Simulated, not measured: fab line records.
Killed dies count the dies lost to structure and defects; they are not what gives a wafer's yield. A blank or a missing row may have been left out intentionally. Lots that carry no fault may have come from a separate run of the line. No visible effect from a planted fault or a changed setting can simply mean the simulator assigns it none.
Matching of chambers | flow n5_finfet | 3 sister chambers for N5_BEOL_M0_PRE_CLEAN_131 on cvd_co-02
The step time 15 s. 3 wafers are shown with their chamber, then 12 later ones without.

== WAFERS WITH THEIR CHAMBER ==
wafer  | chamber | heater_power_w (W)
L085.4 | 1       | 93
L087.4 | 2       | 83
L087.5 | 0       | 72

== WAFERS WHOSE CHAMBER IS MISSING ==
wafer  | heater_power_w (W)
L089.1 | 86
L089.3 | 74
L089.5 | 74
L090.1 | 83
L090.2 | 90
L090.3 | 74
L090.4 | 86
L090.5 | 89
L090.6 | 75
L092.2 | 87
L092.4 | 86
L092.6 | 73

== WHICH CHAMBER EACH WENT THROUGH ==
wafer  | from the rows above     | in truth
L089.1 | can't be placed: 2 or 1 | 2
L089.3 | 0                       | 0
L089.5 | 0                       | 0
L090.1 | 2                       | 2
L090.2 | can't be placed: 1 or 2 | 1
L090.3 | 0                       | 0
L090.4 | can't be placed: 2 or 1 | 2
L090.5 | can't be placed: 1 or 2 | 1
L090.6 | can't be placed: 0 or 2 | 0
L092.2 | can't be placed: 2 or 1 | 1
L092.4 | can't be placed: 2 or 1 | 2
L092.6 | 0                       | 0
5 of 12 placed correctly. Unplaceable from these rows: 7, with the true chamber sitting among the candidates in 7. Placed wrongly: 0.
How it was worked out, from the rows above alone: a wafer's distance from a chamber is the root of the sum, over the readings, of the square of ((its reading less the chamber's mean) divided by the reading's scatter). If the next closest chamber is less than 2 further off than the closest, the wafer can't be placed; otherwise it belongs to the closest. A chamber's mean is the mean of its shown wafers. The scatter (one wafer shown for each chamber): square how far every hidden wafer sits from the nearest shown wafer, average those squares and take the square root.
